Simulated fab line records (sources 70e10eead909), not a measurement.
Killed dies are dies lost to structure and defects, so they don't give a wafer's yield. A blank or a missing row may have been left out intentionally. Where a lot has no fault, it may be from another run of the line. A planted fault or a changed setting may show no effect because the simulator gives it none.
What tool caused it? || flow nand harc || 24 lots (72 wafers sampled), 1 step of a 1302-step route

## WHAT THE GAUGES READ, wafer by wafer
NHARC_A_ONON_D2_THK_MEAS_14: measures by ellipsometry.
{"lot": "L075", "measured": "day 11 07:40", "on": "film metro-01", "thk nm (nm)": "987 983 984"}
{"lot": "L074", "measured": "day 11 21:56", "on": "film metro-02", "thk nm (nm)": "998 997 997"}
{"lot": "L077", "measured": "day 12 12:34", "on": "film metro-02", "thk nm (nm)": "1000 1001 1000"}
{"lot": "L076", "measured": "day 12 17:06", "on": "film metro-02", "thk nm (nm)": "995 995 995"}
{"lot": "L078", "measured": "day 13 17:16", "on": "film metro-02", "thk nm (nm)": "997 998 997"}
{"lot": "L079", "measured": "day 13 22:25", "on": "film metro-02", "thk nm (nm)": "1002 1004 1005"}
{"lot": "L080", "measured": "day 13 22:25", "on": "film metro-01", "thk nm (nm)": "1011 1009 1011"}
{"lot": "L081", "measured": "day 14 17:08", "on": "film metro-02", "thk nm (nm)": "1012 1012 1013"}
{"lot": "L082", "measured": "day 14 17:10", "on": "film metro-01", "thk nm (nm)": "965 965 964"}
{"lot": "L083", "measured": "day 15 08:18", "on": "film metro-01", "thk nm (nm)": "1004 1006 1002"}
{"lot": "L084", "measured": "day 15 15:16", "on": "film metro-01", "thk nm (nm)": "997 997 998"}
{"lot": "L085", "measured": "day 16 03:10", "on": "film metro-01", "thk nm (nm)": "997 1000 998"}
{"lot": "L086", "measured": "day 16 03:10", "on": "film metro-01", "thk nm (nm)": "984 984 984"}
{"lot": "L087", "measured": "day 16 14:43", "on": "film metro-01", "thk nm (nm)": "1004 1004 1003"}
{"lot": "L089", "measured": "day 17 08:33", "on": "film metro-01", "thk nm (nm)": "988 991 990"}
{"lot": "L088", "measured": "day 17 08:34", "on": "film metro-02", "thk nm (nm)": "997 998 997"}
{"lot": "L090", "measured": "day 18 06:46", "on": "film metro-01", "thk nm (nm)": "999 1001 998"}
{"lot": "L091", "measured": "day 18 16:15", "on": "film metro-02", "thk nm (nm)": "980 980 980"}
{"lot": "L093", "measured": "day 19 05:31", "on": "film metro-01", "thk nm (nm)": "998 999 1000"}
{"lot": "L092", "measured": "day 19 05:50", "on": "film metro-02", "thk nm (nm)": "1005 1004 1005"}
{"lot": "L094", "measured": "day 20 00:05", "on": "film metro-02", "thk nm (nm)": "998 998 999"}
{"lot": "L095", "measured": "day 20 06:56", "on": "film metro-02", "thk nm (nm)": "1003 1003 1002"}
{"lot": "L096", "measured": "day 20 12:56", "on": "film metro-02", "thk nm (nm)": "1018 1016 1017"}
{"lot": "L097", "measured": "day 20 18:46", "on": "film metro-02", "thk nm (nm)": "999 999 999"}

## WHICH TOOL RAN EACH LOT (tool, then ch and the chambers of the sampled wafers, then the start)
The record holds no process step before these readings.

## AS READ BY THE TOOLS THEMSELVES (means over the sampled wafers that have a number; for cases with no such wafer, the mark the record gives instead)
The record holds no such reading with a usual standard deviation.

## THE ANSWER, worked out from the rows above alone
Rule: usual is defined by the lots themselves. Put in order of their means at a reading, lots are off if they are a third of the lots or fewer, leave a main group of 4 or more, and stand apart from it by a gap of 3 or more times the standard deviation of the main group's means; of several such gaps the widest counts. If all means in a main group match to the digits the tables above print for the reading, that group is not used. Also off: a lot with no number at a reading for which 4 or more lots have one. Any other lot the step has rows for is counted as sound. First the gauges in route order, then the tools' own readings, where a lot's mean is used as printed above. At the first step where some lot is off, the reading lying furthest off is the one used; lots without a number count as furthest.
No lot is off at any reading shown: from this, nothing can be told.

## WHAT WAS PUT IN BY THE SIMULATOR
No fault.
